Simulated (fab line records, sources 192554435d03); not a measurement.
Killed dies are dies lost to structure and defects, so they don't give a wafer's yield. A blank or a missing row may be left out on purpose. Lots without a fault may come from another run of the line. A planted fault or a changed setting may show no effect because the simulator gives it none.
Split-lot experiment | flow n5_finfet | 7 lots, 21 wafers read, on a route of 1938 steps

THE SPLIT
At N5_BEOL_M4_DESCUM_16 (chemistry O2, time 7 s), the setting time_s was moved away from the recipe's 7 s on 6 of the 21 wafers read, by -14.3% to +9.4%. The other wafers ran this setting at the recipe's value.

The reading is taken at the split's own step.

THE READING
CAR-EUV_of_BEOL_M4_COAT_05.thk_nm (the simulator's own value, which no gauge read), in nm, at N5_BEOL_M4_DESCUM_16 (chemistry O2, time 7 s). The file gives no usual value for it. The 15 wafers here that ran the recipe average 26.1 nm, standard deviation 0.094 nm.

wafer  | tool, chamber at the split | time_s as run, s | against the recipe | CAR-EUV_of_BEOL_M4_COAT_05.thk_nm, nm | against lot-mates on the recipe
L081.3 | rie_diel-02, 3,2           | 7.445            | +6.4%              | 25.8                                  | -0.2
L081.6 | rie_diel-02, 3,2           | 7.445            | +6.4%              | 25.8                                  | -0.2
L081.4 | rie_diel-02, 0             | 7                | recipe             | 26                                    | -
L083.2 | rie_diel-02, 3             | 7                | recipe             | 26.2                                  | -
L083.4 | rie_diel-02, 0,2           | 7                | recipe             | 26                                    | -
L083.6 | rie_diel-02, 0,2           | 7                | recipe             | 26                                    | -
L087.2 | rie_diel-02, 0             | 5.998            | -14.3%             | 26.6                                  | +0.6
L087.5 | rie_diel-02, 0             | 7                | recipe             | 26                                    | -
L087.6 | rie_diel-02, 1             | 5.998            | -14.3%             | 26.4                                  | +0.4
L088.1 | rie_diel-04, 3,2           | 7                | recipe             | 26                                    | -
L088.3 | rie_diel-04, 3,2           | 7                | recipe             | 26                                    | -
L088.5 | rie_diel-04, 3             | 7                | recipe             | 26.2                                  | -
L089.1 | rie_diel-05, 2,0           | 7.659            | +9.4%              | 25.8                                  | -0.4
L089.5 | rie_diel-05, 2,0           | 7.659            | +9.4%              | 25.8                                  | -0.4
L089.2 | rie_diel-05, 0             | 7                | recipe             | 26.2                                  | -
L095.2 | rie_diel-02, 3,2           | 7                | recipe             | 26.2                                  | -
L095.3 | rie_diel-02, 3,2           | 7                | recipe             | 26.2                                  | -
L095.4 | rie_diel-02, 1             | 7                | recipe             | 26                                    | -
L097.3 | rie_diel-02, 3,0,1         | 7                | recipe             | 26                                    | -
L097.5 | rie_diel-02, 3,0,1         | 7                | recipe             | 26                                    | -
L097.6 | rie_diel-02, 3,0,1         | 7                | recipe             | 26                                    | -
Where a row lists several chambers, the file gives one row for several wafers and doesn't say which wafer went through which chamber.

THE FIT
A straight line over all 21 wafers: CAR-EUV_of_BEOL_M4_COAT_05.thk_nm changes by -0.0311 nm for each +1% of time_s; r = -0.89; the points scatter about the line by 0.093 nm.
The same after taking each lot's own level away (the mean of its wafers on the recipe; 21 wafers): -0.0365 nm for each +1%; r = -0.94; scatter 0.076 nm.
On that fit, the largest move of time_s shifts the reading by 0.52 nm.
The lots' own levels span 26.00 to 26.20 nm, that is 2.1 times the standard deviation above.
So the lot-to-lot level changes the slope: the two fits differ.
Check: with one of the wafers moved furthest among these (-14.3%) left out of the fit, the line predicts +0.472 nm for it against its lot-mates. It came out at +0.6 nm against them.

THE FILE'S OWN FIT
CAR-EUV_of_BEOL_M4_COAT_05.thk_nm changes by -0.0365 nm for each +1% of time_s, r = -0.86.
